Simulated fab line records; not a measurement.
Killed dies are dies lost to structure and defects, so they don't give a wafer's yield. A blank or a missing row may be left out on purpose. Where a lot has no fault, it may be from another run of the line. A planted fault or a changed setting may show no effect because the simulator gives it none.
Struck lot and sound lot, side by side | flow nand-harc | 24 steps out of a route of 1302
Sound: wafers L110.1, L110.5, L110.6. The struck wafers were L122.2, L122.3, L122.4. The cause is given at the end.
Order at every step that has rows: each side's tool, ch and its chambers, its first start. Under that, the readings that differ: sound wafers | struck wafers | difference of the means | sigmas: that difference in standard deviations of wafers without a fault.
alike: readings with means less than 2 such deviations apart, plus words and numbers identical on both sides. not compared: withheld readings, readings lacking a value on some wafer, bounds such as >300 that could conceal the same value, and numbers that have no deviation in the record and whose values overlap.
Wherever a step has rows on one side only, a row that says differs or no value, or a row with sigmas, the two part there. Non-overlapping numbers with no deviation appear without sigmas and do not part them. A reading that every wafer of one side lacks parts them only if that side has two wafers or more.

NHARC_P_M0_INSPECT_27:
  struck on defect-inspect-02, day 12 06:26; sound on defect-inspect-02, day 6 15:28
  alike: raw-defect-count
NHARC_P_M0_PRE_CLEAN_31: time 12 s.
  sound on pecvd-04 ch 0,1,2, day 6 15:47; struck on pecvd-03 ch 1,2, day 12 06:31
  alike: heater-power-w, susceptor-temp-C
NHARC_P_M0_DEP_32: deposits SiCN, target thk 30 nm.
  sound on pecvd-04 ch 0,1,2, day 6 15:52; struck on pecvd-03 ch 1,2, day 12 06:38
  alike: heater-power-w, susceptor-temp-C
then, 8 steps without rows for these wafers: NHARC_P_M1_DEP_00 (deposits SiOC, target thk 182.5 nm); NHARC_P_M1_DEHYDRATE_01 (time 120 s); NHARC_P_M1_HMDS_02 (time 30 s); NHARC_P_M1_COAT_34 (time 65 s); NHARC_P_M1_COAT_03 (resist thk 90 nm); NHARC_P_M1_SOFTBAKE_04 (time 55 s); NHARC_P_M1_EBR_05; NHARC_P_M1_EXPOSE_06 (exposes mask P M1, target cd 130 nm).
NHARC_P_M1_PEB_07: peb time 65 s.
  sound on litho-track-01 ch 0, day 6 16:54; struck on litho-track-01 ch 0, day 12 07:44
  reading                  | sound             | struck            | difference | sigmas
  heater-power-total-W (W) | 156.7 157.0 157.2 | 177.6 177.8 179.0 | +21.2      | +49
then, 1 step without rows for these wafers: NHARC_P_M1_DEVELOP_08 (develop time 35 s).
NHARC_P_M1_CD_MEAS_09: target cd 130 nm.
  sound on cd-sem-03 ch 0, day 6 16:59; struck on cd-sem-02 ch 0, day 12 07:49
  reading    | sound             | struck            | difference | sigmas
  cd-nm (nm) | 130.5 131.0 129.2 | 121.6 121.5 120.2 | -9.1       | -14
NHARC_P_M1_OVL_MEAS_10: pitch 260 nm.
  struck on overlay-02, day 12 07:54; sound on overlay-01, day 6 17:04
  alike: overlay-x-nm, overlay-y-nm
NHARC_P_M1_INSPECT_11:
  struck on defect-inspect-02, day 12 07:56; sound on defect-inspect-02, day 6 17:06
  alike: raw-defect-count
NHARC_P_M1_DESCUM_14: chemistry O2, time 3 s.
  sound on rie-diel-03 ch 0,1,2, day 6 17:11; struck on rie-diel-06 ch 0,2,3, day 12 08:00
  reading               | sound             | struck            | difference | sigmas
  model.P_M1.cd-nm (nm) | 131.2 131.6 129.2 | 121.1 120.5 119.3 | -10.4      |
  alike: drypump-motor-current-A, oes-product-au, rf-vpp-V, showerhead-plenum-p-Torr, throttle-valve-pct
  not compared: rf-hours-counter-h
NHARC_P_M1_ETCH_35: etches the open film in N2/H2, target depth 40 nm, overetch 12 nm, time 43.94 s.
  sound on rie-diel-03 ch 0,2,3, day 6 17:23; struck on rie-diel-06 ch 0,1,3, day 12 08:05
  alike: drypump-motor-current-A, oes-product-au, rf-vpp-V, showerhead-plenum-p-Torr, throttle-valve-pct
  not compared: rf-hours-counter-h
NHARC_P_M1_ETCH_15: etches the open film in C4F8/Ar, target depth 182.5 nm, time 91.2 s.
  sound on rie-diel-03 ch 2,3; struck on rie-diel-06 ch 0,1,2
  reading               | sound             | struck            | difference | sigmas
  oes-product-au (a.u.) | 0.926 0.904 0.922 | 0.960 0.980 0.959 | +0.049     | +2
  alike: rf-vpp-V
  not compared: rf-hours-counter-h
NHARC_P_M1_CD_MEAS_16:
  struck on cd-sem-03, day 12 08:18; sound on cd-sem-01, day 6 18:12
  reading    | sound             | struck            | difference | sigmas
  cd-nm (nm) | 130.7 131.6 129.2 | 121.6 120.3 119.5 | -10.0      | -12
NHARC_P_M1_STRIP_18: strips in N2/H2.
  sound on rie-diel-07 ch 2,3, day 6 18:32; struck on rie-diel-07 ch 0,2,3, day 12 08:22
  alike: drypump-motor-current-A, oes-product-au, rf-vpp-V, showerhead-plenum-p-Torr, throttle-valve-pct
  not compared: rf-hours-counter-h
NHARC_P_M1_ETCH_28: etches the open film in CF4/N2, target depth 30 nm, time 72.99 s.
  sound on rie-diel-07 ch 2,3; struck on rie-diel-07 ch 0,2,3
  reading               | sound             | struck            | difference | sigmas
  model.P_M1.cd-nm (nm) | 131.1 132.2 129.2 | 121.1 119.9 119.6 | -10.6      |
  alike: drypump-motor-current-A, oes-product-au, rf-vpp-V, showerhead-plenum-p-Torr, throttle-valve-pct
  not compared: rf-hours-counter-h
then, 1 step without rows for these wafers: NHARC_P_M1_STRIP_19 (strips in post etch residue remover, time 600 s).
NHARC_END_SORT_01:
  the record has rows for the sound wafers here (prober-02 ch 0, day 25 00:52) and none for the struck ones

WHERE THEY PART
At NHARC_P_M1_PEB_07 first; at NHARC_END_SORT_01 last (within this record only).

WHY: the cause the simulator had injected
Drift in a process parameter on litho-track-01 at NHARC_P_M1_PEB_07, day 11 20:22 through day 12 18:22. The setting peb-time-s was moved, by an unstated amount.
